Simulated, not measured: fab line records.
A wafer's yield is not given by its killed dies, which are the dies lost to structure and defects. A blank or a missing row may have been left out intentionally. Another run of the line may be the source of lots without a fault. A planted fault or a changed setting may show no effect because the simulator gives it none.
One fault through the eyes of 2 desks :: flow n5_finfet :: numbers are kept per desk, each desk with only its own; the story behind them comes last

== AT THE TOOL OWNER'S DESK: ald_sin-04 ==
The tool's own readings at N5_SDB_ALD_29 (deposits SiNx, target thk 30 nm, pulse time 1 s, ald cycles 600): means of the sampled wafers that have a number, for each lot that ran on this tool. Any lot whose mean is over 4 standard deviations away from the usual mean is out of limits and marked OUT; that distance is given in the brackets.
Columns: A = heater_power_w at N5_SDB_ALD_29, usual 834 W; B = precursor_pulse_height_rel at N5_SDB_ALD_29, usual 1.000
lot: L704
first seen here: day 4 06:09
A: 850
B: 0.998

lot: L705
first seen here: day 4 16:33
A: 905
B: 1.000

lot: L709
first seen here: day 5 16:11
A: 824
B: 1.011

lot: L711
first seen here: day 6 02:25
A: 803
B: 1.007

lot: L721
first seen here: day 8 18:35
A: 902
B: 0.983

lot: L723
first seen here: day 9 05:30
A: 867
B: 0.993

lot: L725
first seen here: day 9 15:37
A: 875
B: 1.000
This desk's verdict: no lot among the 7 shows anything out of limits.

== THE METROLOGY DESK ==
What the gauges read, lot by lot, whatever tool the lot ran on: means of the sampled wafers that have a number. Any lot whose mean is over 4 standard deviations away from the usual mean is out of limits and marked OUT; that distance is given in the brackets. Readings shown: 7 of its 10, picked as those furthest out on some lot.
Columns: A = DIBL_N at N5_BEOL_M4_RC_MEAS_101, usual 35.9 mV/V; B = DIBL_P at N5_BEOL_M4_RC_MEAS_101, usual 36.3 mV/V; C = IOFF_P at N5_BEOL_M4_RC_MEAS_101, usual 0.208 nA/um; D = ION_N at N5_BEOL_M4_RC_MEAS_101, usual 672 uA/um; E = ION_P at N5_BEOL_M4_RC_MEAS_101, usual 462 uA/um; F = SS_P at N5_BEOL_M4_RC_MEAS_101, usual 73.3 mV/dec; G = VT_P at N5_BEOL_M4_RC_MEAS_101, usual -250.5 mV
lot: L704
first seen here: day 9 02:06
A: 34.0
B: 36.5
C: 0.203
D: 668
E: 462
F: 73.6
G: -251.1

lot: L705
first seen here: day 9 08:19
A: 37.0
B: 37.2
C: 0.265
D: 677
E: 472
F: 73.2
G: -245.5

lot: L709
first seen here: day 10 09:09
A: 37.8
B: 38.8
C: 0.240
D: 678
E: 470
F: 74.4
G: -249.3

lot: L711
first seen here: day 10 11:12
A: 36.8
B: 37.6
C: 0.206
D: 682
E: 465
F: 73.4
G: -249.7

lot: L710
first seen here: day 10 15:32
A: 35.6
B: 35.4
C: 0.187
D: 665
E: 454
F: 73.1
G: -254.6

lot: L721
first seen here: day 13 15:25
A: 33.9
B: 34.7
C: 0.216
D: 674
E: 468
F: 73.1
G: -247.3

lot: L723
first seen here: day 14 01:19
A: 36.7
B: 37.8
C: 0.221
D: 687
E: 467
F: 74.0
G: -249.1

lot: L724
first seen here: day 14 04:28
A: 35.4
B: 36.4
C: 0.191
D: 671
E: 462
F: 72.9
G: -252.8

lot: L725
first seen here: day 15 00:24
A: 35.4
B: 35.0
C: 0.197
D: 680
E: 468
F: 72.9
G: -249.6
This desk's verdict: no lot among the 9 shows anything out of limits.

== TAKEN TOGETHER ==
Nothing out of limits was seen by the tool owner's desk.
The metrology desk saw nothing out of limits.

== WHAT WAS PUT IN BY THE SIMULATOR ==
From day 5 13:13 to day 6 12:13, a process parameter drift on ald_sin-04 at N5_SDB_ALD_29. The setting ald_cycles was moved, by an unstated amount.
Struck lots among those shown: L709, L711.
